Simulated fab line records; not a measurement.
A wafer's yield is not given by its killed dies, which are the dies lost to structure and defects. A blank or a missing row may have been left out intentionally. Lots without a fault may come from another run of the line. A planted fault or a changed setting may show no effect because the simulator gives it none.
fab line records -- flow nandHarc
record lots=14, wafers=42, lastDay=24
route steps=1159 shown A_SOURCE_PLATE@423 A_ONON_D1@427 END@1159
lots that met no fault: from a run of the same line without faults
startH: start of the lot's first displayed wafer, in hours after the record's first day -- waitH: hours since the lot's step before -- " same as the row above -- L1.1+2: a row that stands for several wafers -- - value missing, or start not given -- * or withheld: withheld -- < > ~ a bound
route shown NAME@n: NAME is a module with steps in the file, n the number in the route of the first one -- usual: mean and standard deviation over wafers with no fault -- same: alike in all rows -- chamber/n: place in a boat -- sites: readings site by site -- _std_site: the standard deviation of these -- _edge_site: outer sites' mean less inner sites' -- radiusMm: for every site, how far away it sits from the centre of the wafer -- mask NAME#n: copy n -- behind: tool/chamber where the wafer was last shaped -- hold: reason for holding the lot/hours on hold/outcome of the hold -- device: names the non-switching transistor (n, p or np) -- end of line: the tests these same wafers got at the end of their route -- where a step has no rows: the recipe by itself -- killed: dies that structure and defects cost at the first sort, which is not the same as the wafer's yield -- map: per-die view of a wafer (x killed, . not killed, _ where there is no die)
set.NAME: the setting the step ran with; set.NAME@STEP: the setting that earlier step ran with -- model.NAME: the simulator's own value behind a step, which no gauge read
one table for each step of the route and one row for each wafer, over a sample of lots
services: when a tool's chamber went out of use (startH, in hours from the record's first day, below 0 if earlier), for how many hours, and the reason
## steps
# step NHARC_A_SOURCE_PLATE_INSPECT_08
# usual rawDefectCount=74/28
lot.wafer,tool,chamber,startH,waitH,rawDefectCount
L542.1,defectInspect-02,-,155.96,0.0,94
L542.2,defectInspect-02,-,155.96,0.0,72
L542.6,defectInspect-02,-,155.96,0.0,63
L543.1,defectInspect-01,-,155.97,0.0,57
L543.2,defectInspect-01,-,155.97,0.0,60
L543.6,defectInspect-01,-,155.97,0.0,59
L544.1,defectInspect-01,-,163.26,0.0,74
L544.4,defectInspect-01,-,163.26,0.0,61
L544.5,defectInspect-01,-,163.26,0.0,62
L545.3,defectInspect-01,-,170.94,0.0,96
L545.4,defectInspect-01,-,170.94,0.0,81
L545.5,defectInspect-01,-,170.94,0.0,64
L548.1,defectInspect-02,-,188.53,0.0,98
L548.4,defectInspect-02,-,188.53,0.0,102
L548.6,defectInspect-02,-,188.53,0.0,72
L547.3,defectInspect-02,-,188.58,0.0,93
L547.5,defectInspect-02,-,188.58,0.0,103
L547.6,defectInspect-02,-,188.58,0.0,94
L550.1,defectInspect-02,-,200.70,0.0,102
L550.3,defectInspect-02,-,200.70,0.0,65
L550.5,defectInspect-02,-,200.70,0.0,51
L556.2,defectInspect-01,-,234.38,0.0,68
L556.4,defectInspect-01,-,234.38,0.0,72
L556.6,defectInspect-01,-,234.38,0.0,41
L557.4,defectInspect-01,-,251.19,0.0,65
L557.5,defectInspect-01,-,251.19,0.0,68
L557.6,defectInspect-01,-,251.19,0.0,90
L559.1,defectInspect-02,-,256.90,0.0,63
L559.3,defectInspect-02,-,256.90,0.0,81
L559.6,defectInspect-02,-,256.90,0.0,51
L560.1,defectInspect-02,-,267.70,0.0,53
L560.3,defectInspect-02,-,267.70,0.0,40
L560.5,defectInspect-02,-,267.70,0.0,52
L563.3,defectInspect-01,-,276.58,0.0,42
L563.5,defectInspect-01,-,276.58,0.0,32
L563.6,defectInspect-01,-,276.58,0.0,40
L562.3,defectInspect-02,-,276.58,0.0,65
L562.4,defectInspect-02,-,276.58,0.0,41
L562.6,defectInspect-02,-,276.58,0.0,91
L565.1,defectInspect-02,-,293.09,0.0,89
L565.2,defectInspect-02,-,293.09,0.0,72
L565.6,defectInspect-02,-,293.09,0.0,123
# step NHARC_A_ONON_D1_THK_MEAS_05
# recipe thkMeasGauge=ellipsometry
# usual thkNm=1000/9
lot.wafer,tool,chamber,startH,waitH,thkNm
L542.1,filmMetro-01,-,157.10,-,993
L542.2,filmMetro-01,-,157.10,-,992
L542.6,filmMetro-01,-,157.10,-,994
L543.1,filmMetro-02,-,157.11,-,997
L543.2,filmMetro-02,-,157.11,-,999
L543.6,filmMetro-02,-,157.11,-,999
L544.1,filmMetro-01,-,164.40,-,1005
L544.4,filmMetro-01,-,164.40,-,1002
L544.5,filmMetro-01,-,164.40,-,1001
L545.3,filmMetro-01,-,172.09,-,992
L545.4,filmMetro-01,-,172.09,-,991
L545.5,filmMetro-01,-,172.09,-,990
L548.1,filmMetro-02,-,189.67,-,1005
L548.4,filmMetro-02,-,189.67,-,1003
L548.6,filmMetro-02,-,189.67,-,1004
L547.3,filmMetro-01,-,189.71,-,1009
L547.5,filmMetro-01,-,189.71,-,1008
L547.6,filmMetro-01,-,189.71,-,1009
L550.1,filmMetro-01,-,201.96,-,990
L550.3,filmMetro-01,-,201.96,-,990
L550.5,filmMetro-01,-,201.96,-,992
L556.2,filmMetro-01,-,235.52,-,977
L556.4,filmMetro-01,-,235.52,-,980
L556.6,filmMetro-01,-,235.52,-,980
L557.4,filmMetro-01,-,252.33,-,989
L557.5,filmMetro-01,-,252.33,-,990
L557.6,filmMetro-01,-,252.33,-,990
L559.1,filmMetro-02,-,258.06,-,1013
L559.3,filmMetro-02,-,258.06,-,1013
L559.6,filmMetro-02,-,258.06,-,1012
L560.1,filmMetro-01,-,268.87,-,1000
L560.3,filmMetro-01,-,268.87,-,1002
L560.5,filmMetro-01,-,268.87,-,1002
L563.3,filmMetro-01,-,277.72,-,1006
L563.5,filmMetro-01,-,277.72,-,1006
L563.6,filmMetro-01,-,277.72,-,1007
L562.3,filmMetro-02,-,277.72,-,1009
L562.4,filmMetro-02,-,277.72,-,1011
L562.6,filmMetro-02,-,277.72,-,1010
L565.1,filmMetro-01,-,294.23,-,1005
L565.2,filmMetro-01,-,294.23,-,1009
L565.6,filmMetro-01,-,294.23,-,1006
# step NHARC_A_ONON_D1_DEP_25
# recipe targetThkA=10000, n2FlowSccm=2750, n2oFlowSccm=2000, nh3FlowSccm=500, sih4FlowSccm=210, tempC=400
lot.wafer,tool,chamber,startH,waitH
L542.1+2+6,pecvdOnon-03,0,168.12,0.1
L543.1+2+6,pecvdOnon-02,0,168.13,0.1
L544.1+4+5,pecvdOnon-03,0,176.09,0.1
L545.3+4+5,pecvdOnon-02,0,183.15,0.2
L548.1+4+6,pecvdOnon-03,0,199.69,0.1
L547.3+5+6,pecvdOnon-02,0,199.81,0.2
L550.1+3+5,pecvdOnon-02,0,211.83,0.1
L556.2+4+6,pecvdOnon-03,0,246.60,0.1
L557.4+5+6,pecvdOnon-01,0,262.60,0.2
L559.1+3+6,pecvdOnon-01,0,269.50,0.1
L560.1+3+5,pecvdOnon-03,0,279.90,0.1
L563.3+5+6,pecvdOnon-01,0,287.86,0.2
L562.3+4+6,pecvdOnon-02,0,287.88,0.2
L565.1+2+6,pecvdOnon-01,0,304.57,0.1
# step NHARC_A_ONON_D1_THK_MEAS_27
# recipe thkMeasGauge=ellipsometry
# usual thkNm=1000/10
lot.wafer,tool,chamber,startH,waitH,thkNm
L542.1,filmMetro-01,-,168.63,-,999
L542.2,filmMetro-01,-,168.63,-,1000
L542.6,filmMetro-01,-,168.63,-,999
L543.1,filmMetro-01,-,168.64,-,992
L543.2,filmMetro-01,-,168.64,-,996
L543.6,filmMetro-01,-,168.64,-,994
L544.1,filmMetro-02,-,176.61,-,992
L544.4,filmMetro-02,-,176.61,-,993
L544.5,filmMetro-02,-,176.61,-,992
L545.3,filmMetro-01,-,183.55,-,1005
L545.4,filmMetro-01,-,183.55,-,1005
L545.5,filmMetro-01,-,183.55,-,1006
L548.1,filmMetro-01,-,200.20,-,1008
L548.4,filmMetro-01,-,200.20,-,1007
L548.6,filmMetro-01,-,200.20,-,1008
L547.3,filmMetro-02,-,200.21,-,989
L547.5,filmMetro-02,-,200.21,-,1760
L547.6,filmMetro-02,-,200.21,-,1761
L550.1,filmMetro-01,-,212.33,-,1006
L550.3,filmMetro-01,-,212.33,-,1005
L550.5,filmMetro-01,-,212.33,-,1775
L556.2,filmMetro-02,-,247.05,-,973
L556.4,filmMetro-02,-,247.05,-,974
L556.6,filmMetro-02,-,247.05,-,973
L557.4,filmMetro-02,-,262.94,-,981
L557.5,filmMetro-02,-,262.94,-,983
L557.6,filmMetro-02,-,262.94,-,983
L559.1,filmMetro-01,-,270.01,-,1008
L559.3,filmMetro-01,-,270.01,-,1005
L559.6,filmMetro-01,-,270.01,-,1006
L560.1,filmMetro-01,-,280.41,-,1012
L560.3,filmMetro-01,-,280.41,-,1012
L560.5,filmMetro-01,-,280.41,-,1012
L563.3,filmMetro-02,-,288.25,-,987
L563.5,filmMetro-02,-,288.25,-,990
L563.6,filmMetro-02,-,288.25,-,988
L562.3,filmMetro-02,-,288.27,-,1006
L562.4,filmMetro-02,-,288.27,-,1006
L562.6,filmMetro-02,-,288.27,-,1008
L565.1,filmMetro-02,-,305.08,-,1003
L565.2,filmMetro-02,-,305.08,-,1001
L565.6,filmMetro-02,-,305.08,-,1002
# step NHARC_END_SORT_01
# recipe tempC=25
# usual killedAtArray=29/8.4, killedAtOther=0.7/1.2, killedAtPeriphery=3.8/2.1, killedDies=33/9, killedOpen=3.4/2, killedShort=2.1/1.4
# same grossDies=677
lot.wafer,tool,chamber,startH,waitH,killedAtArray,killedAtOther,killedAtPeriphery,killedDies,killedOpen,killedShort
L547.3,prober-02,0,504.86,3.1,15,0,1,16,2,0
L547.5,prober-02,0,506.47,3.7,675,0,2,677,0,4
L547.6,prober-02,0,507.28,4.0,674,0,3,677,5,2
L550.1,prober-01,0,511.08,2.5,22,0,2,24,4,2
L550.3,prober-01,0,512.70,3.1,23,0,0,23,2,5
L550.5,prober-01,0,514.31,3.7,673,0,4,677,5,0
L559.1,prober-01,0,542.48,2.5,32,0,5,37,6,2
L559.3,prober-01,0,544.08,3.1,26,4,3,33,1,1
L559.6,prober-01,0,546.48,4.0,29,3,4,36,4,2
L563.3,prober-01,0,559.69,3.1,40,1,8,49,2,5
L563.5,prober-01,0,561.28,3.7,33,1,4,38,4,2
L563.6,prober-01,0,562.08,4.0,35,1,7,43,4,3
# killed by level:class
L547.3 A_CHANNEL_HOLE_D1:chamberFilmFlake=6 A_CONTACT:chamberFilmFlake=4 A_STAIRCASE:chamberFilmFlake=2 P_CONTACT:geometricParticle:open=1 A_BLC:geometricParticle:open=1 A_ZERO_WELL:chamberFilmFlake=1 A_CHANNEL_FILL_D1:chamberFilmFlake=1
L547.5 A_ONON_D1:areaDep=654 A_CHANNEL_HOLE_D1:chamberFilmFlake=8 A_ONON_D1:geometricParticle:short=4 A_STAIRCASE:chamberFilmFlake=4 A_CONTACT:chamberFilmFlake=3 P_STI:chamberFilmFlake=2 A_ZERO_WELL:chamberFilmFlake=2
L547.6 A_ONON_D1:areaDep=662 A_CHANNEL_HOLE_D1:chamberFilmFlake=4 P_CONTACT:geometricParticle:open=2 A_CONTACT:chamberFilmFlake=2 P_STI:geometricParticle:open=1 A_ONON_D1:geometricParticle:short=1 A_CHANNEL_FILL_D1:geometricParticle:short=1 A_CONTACT:geometricParticle:open=1
L550.1 A_SLIT:chamberFilmFlake=12 A_CHANNEL_HOLE_D1:chamberFilmFlake=4 A_WL_FILL:geometricParticle:short=2 P_M2:geometricParticle:open=1 A_CHANNEL_HOLE_D1:geometricParticle:open=1 A_WL_FILL:geometricParticle:open=1 A_BLC:geometricParticle:open=1 P_ZERO_WELL:chamberFilmFlake=1
L550.3 A_SLIT:chamberFilmFlake=10 A_CHANNEL_HOLE_D1:chamberFilmFlake=5 A_WL_FILL:geometricParticle:short=4 A_WL_FILL:geometricParticle:open=1 A_CONTACT:geometricParticle:short=1 A_M0:geometricParticle:open=1 A_STAIRCASE:chamberFilmFlake=1
L550.5 A_ONON_D1:areaDep=651 A_SLIT:chamberFilmFlake=13 A_CHANNEL_HOLE_D1:chamberFilmFlake=6 P_CONTACT:geometricParticle:open=1 P_M1:geometricParticle:open=1 A_CHANNEL_HOLE_D1:geometricParticle:open=1 A_CONTACT:geometricParticle:open=1 A_BONDPAD:geometricParticle:open=1
L559.1 A_CHANNEL_HOLE_D1:chamberFilmFlake=20 A_ONON_D1:geometricParticle:open=2 A_CONTACT:geometricParticle:open=2 P_STI:chamberFilmFlake=2 A_CONTACT:chamberFilmFlake=2 A_BLC:chamberFilmFlake=2 P_GATE:geometricParticle:short=1 P_CONTACT:geometricParticle:short=1
L559.3 A_CHANNEL_HOLE_D1:chamberFilmFlake=17 A_CONTACT:chamberFilmFlake=4 THIN_TSV:chamberFilmFlake=4 P_GATE:chamberFilmFlake=2 A_ZERO_WELL:chamberFilmFlake=2 A_CONTACT:geometricParticle:open=1 A_M0:geometricParticle:short=1 P_STI:chamberFilmFlake=1
L559.6 A_CHANNEL_HOLE_D1:chamberFilmFlake=20 THIN_TSV:chamberFilmFlake=3 A_WL_FILL:geometricParticle:short=2 A_SLIT:chamberFilmFlake=2 A_CONTACT:chamberFilmFlake=2 P_CONTACT:geometricParticle:open=1 P_M2:geometricParticle:open=1 A_WL_FILL:geometricParticle:open=1
L563.3 A_SLIT:chamberFilmFlake=20 A_CHANNEL_HOLE_D1:chamberFilmFlake=14 P_ZERO_WELL:chamberFilmFlake=2 P_GATE:chamberFilmFlake=2 A_CONTACT:chamberFilmFlake=2 P_CONTACT:geometricParticle:short=1 P_M1:geometricParticle:short=1 P_BONDPAD:geometricParticle:short=1
L563.5 A_SLIT:chamberFilmFlake=17 A_CHANNEL_HOLE_D1:chamberFilmFlake=7 A_CONTACT:chamberFilmFlake=3 P_CONTACT:geometricParticle:short=1 P_CONTACT:geometricParticle:open=1 A_CHANNEL_FILL_D1:geometricParticle:short=1 A_STAIRCASE:geometricParticle:open=1 A_SGD_CUT:geometricParticle:open=1
L563.6 A_SLIT:chamberFilmFlake=21 A_CHANNEL_HOLE_D1:chamberFilmFlake=8 P_CONTACT:geometricParticle:open=2 P_GATE:chamberFilmFlake=2 A_CONTACT:chamberFilmFlake=2 P_GATE:geometricParticle:open=1 P_M0:geometricParticle:open=1 A_ONON_D1:geometricParticle:short=1
## services
tool,chamber,startH,hours,kind
pecvdOnon-03,-,153.00,13.0,pm
pecvdOnon-01,-,195.30,13.0,pm
pecvdOnon-02,-,292.00,13.0,pm
## key
firstSign step=NHARC_A_ONON_D1_THK_MEAS_27, reading=thkNm, direction=up, sigmas=77, usual=1000, struck=1765
effect step=NHARC_END_SORT_01, reading=killedAtArray, direction=up, sigmas=76, usual=29, struck=674
moreKillsBornAt NHARC_A_ONON_D1_DEP_25@pecvdOnon-02=1967
metAt NHARC_A_ONON_D1_DEP_25
struckLots L547,L550
struckWafers L547.5,L547.6,L550.5
laterRowsLeftOut L547.5,L547.6,L550.5
testerLeftOut L547,L550
notActingAt NHARC_A_SOURCE_PLATE_INSPECT_08,NHARC_A_ONON_D1_THK_MEAS_05
onsetBetween 183.15 199.81
fault kind=processParameterDrift, tool=pecvdOnon-02, chamber=-, onsetH=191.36, steps=NHARC_A_ONON_D1_DEP_25, channel=targetThkA, offset=*, shape=step, endH=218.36, scope=struckWafersOnly, actsIn=*, stated=*
# testerLeftOut: of these lots the tester's yield and bins aren't shown, on N5 and GAA mostly nor the transistor test; their killed dies are dies lost to structure and defects alone, not to doping, threshold or leakage, so they don't give the yield
# laterRowsLeftOut: the simulator's readings of these wafers behind a module that went badly wrong aren't trusted and aren't shown, but for the sort
